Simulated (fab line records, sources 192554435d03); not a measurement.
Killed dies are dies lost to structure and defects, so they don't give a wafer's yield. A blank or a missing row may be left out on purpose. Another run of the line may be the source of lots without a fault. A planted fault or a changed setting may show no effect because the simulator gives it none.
Lot-split experiment / flow n5_finfet / route with 1938 steps; 7 lots, 39 wafers read

## ON THE SPLIT
At N5_SD_EPI_P_EPI_21 (deposits SiGe:B, time 355 s), the setting time_s was moved away from the recipe's 355 s on 9 of the 39 wafers read, by -17.5% to -11.4%. This setting was run at the recipe's value on the other wafers.

## FROM THE SPLIT TO THE READING: what the file shows between them, 6 steps
- N5_SD_EPI_P_EPI_MEAS_23
- N5_SD_EPI_P_HM_STRIP_48: strips SiNx in H3PO4, material SiNx, target depth 3 nm
- N5_SD_EPI_P_SRD_49: time 30 s
- N5_SD_EPI_P_PRECLEAN_24: cleans in O3/DIW, time 45 s
- N5_SD_ACTIVATION_RTA_00: time 0 s
- N5_SD_ACTIVATION_LSA_01: time 0.0008 s

## THE READING
At N5_SD_ACTIVATION_RS_MEAS_03, a four-point-probe measurement gives RS_SD_P in ohm/sq. Fault-free wafers of this fab line usually give 55.9 ohm/sq, standard deviation 0.8 ohm/sq.

wafer=L076.1; tool, chamber at the split=epi_rpcvd-02, 0; time_s as run, s=306; against the recipe=-13.8%; RS_SD_P, ohm/sq=61.5; against lot-mates on the recipe=+5.6
wafer=L076.2; tool, chamber at the split=epi_rpcvd-02, 0; time_s as run, s=355; against the recipe=recipe; RS_SD_P, ohm/sq=55.6; against lot-mates on the recipe=-
wafer=L076.3; tool, chamber at the split=epi_rpcvd-02, 0; time_s as run, s=306; against the recipe=-13.8%; RS_SD_P, ohm/sq=61.1; against lot-mates on the recipe=+5.2
wafer=L076.4; tool, chamber at the split=epi_rpcvd-02, 0; time_s as run, s=355; against the recipe=recipe; RS_SD_P, ohm/sq=56.1; against lot-mates on the recipe=-
wafer=L076.5; tool, chamber at the split=epi_rpcvd-02, 0; time_s as run, s=306; against the recipe=-13.8%; RS_SD_P, ohm/sq=61.4; against lot-mates on the recipe=+5.5
wafer=L076.6; tool, chamber at the split=epi_rpcvd-02, 0; time_s as run, s=355; against the recipe=recipe; RS_SD_P, ohm/sq=55.9; against lot-mates on the recipe=-
wafer=L077.1; tool, chamber at the split=epi_rpcvd-02, 0; time_s as run, s=355; against the recipe=recipe; RS_SD_P, ohm/sq=56.3; against lot-mates on the recipe=-
wafer=L077.2; tool, chamber at the split=epi_rpcvd-02, 0; time_s as run, s=355; against the recipe=recipe; RS_SD_P, ohm/sq=55.7; against lot-mates on the recipe=-
wafer=L077.4; tool, chamber at the split=epi_rpcvd-02, 0; time_s as run, s=355; against the recipe=recipe; RS_SD_P, ohm/sq=55.6; against lot-mates on the recipe=-
wafer=L083.1; tool, chamber at the split=epi_rpcvd-03, 0; time_s as run, s=355; against the recipe=recipe; RS_SD_P, ohm/sq=54.4; against lot-mates on the recipe=-
wafer=L083.2; tool, chamber at the split=epi_rpcvd-03, 0; time_s as run, s=355; against the recipe=recipe; RS_SD_P, ohm/sq=54.4; against lot-mates on the recipe=-
wafer=L083.3; tool, chamber at the split=epi_rpcvd-03, 0; time_s as run, s=355; against the recipe=recipe; RS_SD_P, ohm/sq=55.0; against lot-mates on the recipe=-
wafer=L083.4; tool, chamber at the split=epi_rpcvd-03, 0; time_s as run, s=355; against the recipe=recipe; RS_SD_P, ohm/sq=54.8; against lot-mates on the recipe=-
wafer=L083.5; tool, chamber at the split=epi_rpcvd-03, 0; time_s as run, s=355; against the recipe=recipe; RS_SD_P, ohm/sq=55.0; against lot-mates on the recipe=-
wafer=L083.6; tool, chamber at the split=epi_rpcvd-03, 0; time_s as run, s=355; against the recipe=recipe; RS_SD_P, ohm/sq=54.8; against lot-mates on the recipe=-
wafer=L086.1; tool, chamber at the split=epi_rpcvd-03, 0; time_s as run, s=314.6; against the recipe=-11.4%; RS_SD_P, ohm/sq=58.7; against lot-mates on the recipe=+4.4
wafer=L086.2; tool, chamber at the split=epi_rpcvd-03, 0; time_s as run, s=355; against the recipe=recipe; RS_SD_P, ohm/sq=53.8; against lot-mates on the recipe=-
wafer=L086.3; tool, chamber at the split=epi_rpcvd-03, 0; time_s as run, s=314.6; against the recipe=-11.4%; RS_SD_P, ohm/sq=59.3; against lot-mates on the recipe=+5.0
wafer=L086.4; tool, chamber at the split=epi_rpcvd-03, 0; time_s as run, s=314.6; against the recipe=-11.4%; RS_SD_P, ohm/sq=58.8; against lot-mates on the recipe=+4.5
wafer=L086.5; tool, chamber at the split=epi_rpcvd-03, 0; time_s as run, s=355; against the recipe=recipe; RS_SD_P, ohm/sq=54.5; against lot-mates on the recipe=-
wafer=L086.6; tool, chamber at the split=epi_rpcvd-03, 0; time_s as run, s=355; against the recipe=recipe; RS_SD_P, ohm/sq=54.7; against lot-mates on the recipe=-
wafer=L089.1; tool, chamber at the split=epi_rpcvd-04, 0; time_s as run, s=292.8; against the recipe=-17.5%; RS_SD_P, ohm/sq=64.6; against lot-mates on the recipe=+7.7
wafer=L089.2; tool, chamber at the split=epi_rpcvd-04, 0; time_s as run, s=292.8; against the recipe=-17.5%; RS_SD_P, ohm/sq=65.6; against lot-mates on the recipe=+8.7
wafer=L089.3; tool, chamber at the split=epi_rpcvd-04, 0; time_s as run, s=292.8; against the recipe=-17.5%; RS_SD_P, ohm/sq=65.2; against lot-mates on the recipe=+8.3
wafer=L089.4; tool, chamber at the split=epi_rpcvd-04, 0; time_s as run, s=355; against the recipe=recipe; RS_SD_P, ohm/sq=56.3; against lot-mates on the recipe=-
wafer=L089.5; tool, chamber at the split=epi_rpcvd-04, 0; time_s as run, s=355; against the recipe=recipe; RS_SD_P, ohm/sq=57.5; against lot-mates on the recipe=-
wafer=L089.6; tool, chamber at the split=epi_rpcvd-04, 0; time_s as run, s=355; against the recipe=recipe; RS_SD_P, ohm/sq=57.0; against lot-mates on the recipe=-
wafer=L090.1; tool, chamber at the split=epi_rpcvd-04, 0; time_s as run, s=355; against the recipe=recipe; RS_SD_P, ohm/sq=55.5; against lot-mates on the recipe=-
wafer=L090.2; tool, chamber at the split=epi_rpcvd-04, 0; time_s as run, s=355; against the recipe=recipe; RS_SD_P, ohm/sq=55.7; against lot-mates on the recipe=-
wafer=L090.3; tool, chamber at the split=epi_rpcvd-04, 0; time_s as run, s=355; against the recipe=recipe; RS_SD_P, ohm/sq=55.5; against lot-mates on the recipe=-
wafer=L090.4; tool, chamber at the split=epi_rpcvd-04, 0; time_s as run, s=355; against the recipe=recipe; RS_SD_P, ohm/sq=54.9; against lot-mates on the recipe=-
wafer=L090.5; tool, chamber at the split=epi_rpcvd-04, 0; time_s as run, s=355; against the recipe=recipe; RS_SD_P, ohm/sq=55.5; against lot-mates on the recipe=-
wafer=L090.6; tool, chamber at the split=epi_rpcvd-04, 0; time_s as run, s=355; against the recipe=recipe; RS_SD_P, ohm/sq=55.7; against lot-mates on the recipe=-
wafer=L096.1; tool, chamber at the split=epi_rpcvd-03, 0; time_s as run, s=355; against the recipe=recipe; RS_SD_P, ohm/sq=55.9; against lot-mates on the recipe=-
wafer=L096.2; tool, chamber at the split=epi_rpcvd-03, 0; time_s as run, s=355; against the recipe=recipe; RS_SD_P, ohm/sq=55.7; against lot-mates on the recipe=-
wafer=L096.3; tool, chamber at the split=epi_rpcvd-03, 0; time_s as run, s=355; against the recipe=recipe; RS_SD_P, ohm/sq=55.0; against lot-mates on the recipe=-
wafer=L096.4; tool, chamber at the split=epi_rpcvd-03, 0; time_s as run, s=355; against the recipe=recipe; RS_SD_P, ohm/sq=56.3; against lot-mates on the recipe=-
wafer=L096.5; tool, chamber at the split=epi_rpcvd-03, 0; time_s as run, s=355; against the recipe=recipe; RS_SD_P, ohm/sq=55.7; against lot-mates on the recipe=-
wafer=L096.6; tool, chamber at the split=epi_rpcvd-03, 0; time_s as run, s=355; against the recipe=recipe; RS_SD_P, ohm/sq=55.2; against lot-mates on the recipe=-

FIT RESULTS
A straight line over all 39 wafers: RS_SD_P changes by -0.467 ohm/sq for each +1% of time_s; r = -0.95; the points scatter about the line by 0.99 ohm/sq.
The same after taking each lot's own level away (the mean of its wafers on the recipe; 39 wafers): -0.434 ohm/sq for each +1%; r = -0.99; scatter 0.42 ohm/sq.
Per that fit: largest time_s move, reading shift of 7.6 ohm/sq.
The lots' own levels span 54.33 to 56.93 ohm/sq, that is 3.3 times the standard deviation above.
Consequently the slope shifts little with the lot-to-lot level, the two slopes agreeing.
Check: for one of the wafers moved furthest among these (-17.5%), held out of the fit, the line's prediction against its lot-mates is +7.58 ohm/sq. Against them it came out at +7.67 ohm/sq.

## OTHER SPLITS APPLIED TO THESE WAFERS
These wafers also went through other splits before the reading. Each is held against what the fit with the lots' levels taken away leaves over:
other split on the same wafers=N5_FIN_SAQP_ETCH_52 source_w; wafers away from the commonest value=15; r with RS_SD_P (lot level and that fit taken away)=+0.49
other split on the same wafers=N5_DUMMY_GATE_ETCH_37 source_w; wafers away from the commonest value=15; r with RS_SD_P (lot level and that fit taken away)=-0.12
other split on the same wafers=N5_DUMMY_GATE_ETCH_31 target_depth_a; wafers away from the commonest value=12; r with RS_SD_P (lot level and that fit taken away)=-0.21
other split on the same wafers=N5_DUMMY_GATE_ETCH_42 bias_w; wafers away from the commonest value=15; r with RS_SD_P (lot level and that fit taken away)=-0.11

## THE WHOLE CHAIN: every reading that the file lists as answering this split, in the file's order
step=N5_SD_EPI_P_EPI_21; what it does=deposits SiGe:B, time 355 s; reading=SiGe-B_of_SD_EPI_P_EPI_21.thk_nm (the simulator's own value, which no gauge read); change (the file's fit)=+0.419 nm for each +1% of the setting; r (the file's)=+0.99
step=N5_SD_EPI_P_EPI_MEAS_23; what it does=; reading=thk_nm; change (the file's fit)=withheld for each +1% of the setting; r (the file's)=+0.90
step=N5_SD_EPI_P_HM_STRIP_48; what it does=strips SiNx in H3PO4, material SiNx, target depth 3 nm; reading=SiGe-B_of_SD_EPI_P_EPI_21.thk_nm (the simulator's own value, which no gauge read); change (the file's fit)=+0.412 nm for each +1% of the setting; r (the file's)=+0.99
step=N5_SD_ACTIVATION_RS_MEAS_03; what it does=measures by four-point-probe; reading=RS_SD_P; change (the file's fit)=-0.432 for each +1% of the setting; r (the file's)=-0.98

## THE FILE'S OWN FIT
RS_SD_P changes by -0.432 ohm/sq for each +1% of time_s, r = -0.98.
